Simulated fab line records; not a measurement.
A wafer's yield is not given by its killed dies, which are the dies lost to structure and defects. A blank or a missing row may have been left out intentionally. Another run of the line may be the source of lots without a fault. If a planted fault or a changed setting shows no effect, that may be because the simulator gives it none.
Struck lot and sound lot, side by side ; flow nand_harc ; 13 out of 1302 route steps
Sound: the wafers L966.1, L966.3, L966.5. Struck: wafers L983.2, L983.4, L983.6. The cause is named last.
Order at every step that has rows: each side's tool, ch and its chambers, its first start. Under that, the readings that differ: sound wafers ; struck wafers ; difference of the means ; sigmas: that difference in standard deviations of wafers without a fault.
alike: readings whose means differ by less than 2 such deviations, and words and numbers that are the same on both sides. not compared: withheld readings, readings that some wafer has no value for, bounds like >300 that may hide the same value, and numbers for which the record gives no deviation and whose values overlap.
The two part at a step that has a row with sigmas, a row that says differs or no value, or rows on one side only. Numbers that have no deviation but don't overlap get no sigmas and don't part them. Lack of a reading on every wafer of one side parts them only where that side has two or more wafers.

NHARC_A_CHANNEL_FILL_D1_THK_MEAS_06: measures by ellipsometry.
  sound on film_metro-02 at day 11 02:37; struck on film_metro-01 at day 18 01:16
  alike: thk_nm
NHARC_A_CHANNEL_FILL_D1_ALD_25: deposits SiOx, target thk 60 nm, pulse time 10 s, ald cycles 600.
  sound on ald_hk-04 ch 0,1,2, day 11 05:40; struck on ald_hk-03 ch 1,2, day 18 01:19
  alike: heater_power_w, precursor_pulse_height_rel
  not compared: since_wet_clean_h
NHARC_A_CHANNEL_FILL_D1_ETCHBACK_08: etches the open film in C4F8, target depth 220 nm, time 110 s.
  sound: rie_diel-12 ch 2,3; struck: rie_diel-12 ch 2,3
  alike: oes_product_au, rf_vpp_V
  not compared: rf_hours_counter_h
NHARC_A_CHANNEL_FILL_D1_STRIP_29: strips in O2, time 20 s.
  sound on rie_diel-12 ch 1,3; struck on rie_diel-12 ch 1,3, day 18 07:03
reading;sound;struck;difference;sigmas
oes_product_au (a.u.);1.006 1.017 1.022;0.982 0.986 0.988;-0.030;-3
  alike: drypump_motor_current_A, rf_vpp_V, showerhead_plenum_p_Torr, throttle_valve_pct
  not compared: rf_hours_counter_h
then, 3 steps without rows for these wafers: NHARC_A_CHANNEL_FILL_D1_PRECLEAN_30 (cleans in dHF, time 30 s); NHARC_A_CHANNEL_FILL_D1_SRD_31; NHARC_A_CHANNEL_FILL_D1_CVD_09 (deposits poly-Si, target thk 150 nm, time 3000 s).
NHARC_A_CHANNEL_FILL_D1_CMP_10: polishes, target thk 150 nm.
  sound on cmp-02 ch 0,2,3, day 11 15:46; struck on cmp-03 ch 1,2,3, day 18 12:53
reading;sound;struck;difference;sigmas
time_to_endpoint_s (s);19 22 17;11 12 12;-8;-2
  alike: edge_zone_pressure_frac, motor_current_A
following that, these wafers have no rows for 1 step: NHARC_A_CHANNEL_FILL_D1_SRD_12.
NHARC_A_CHANNEL_FILL_D1_INSPECT_13:
  sound on defect_inspect-01 at day 11 16:10; struck on defect_inspect-01 at day 18 13:15
  alike: raw_defect_count
NHARC_A_DECK1_JOINT_ETCHBACK_07: etches the open film in HBr, target depth 105 nm, time 26.9 s.
  sound on rie_si-05 ch 2,3, day 11 16:14; struck on rie_si-02 ch 0,1, day 18 13:19
reading;sound;struck;difference;sigmas
oes_product_au (a.u.);0.991 1.007 0.982;1.384 1.418 1.385;+0.402;+42
  alike: drypump_motor_current_A, throttle_valve_pct
  not compared: rf_hours_counter_h
then, 2 steps without rows for these wafers: NHARC_A_DECK1_JOINT_ETCH_25 (etches SiO2 in dHF, target depth 0.5 nm); NHARC_END_SORT_01.

WHERE THEY PART
First at NHARC_A_CHANNEL_FILL_D1_STRIP_29; last, within this record, at NHARC_A_DECK1_JOINT_ETCHBACK_07.

WHY: the cause the simulator had injected
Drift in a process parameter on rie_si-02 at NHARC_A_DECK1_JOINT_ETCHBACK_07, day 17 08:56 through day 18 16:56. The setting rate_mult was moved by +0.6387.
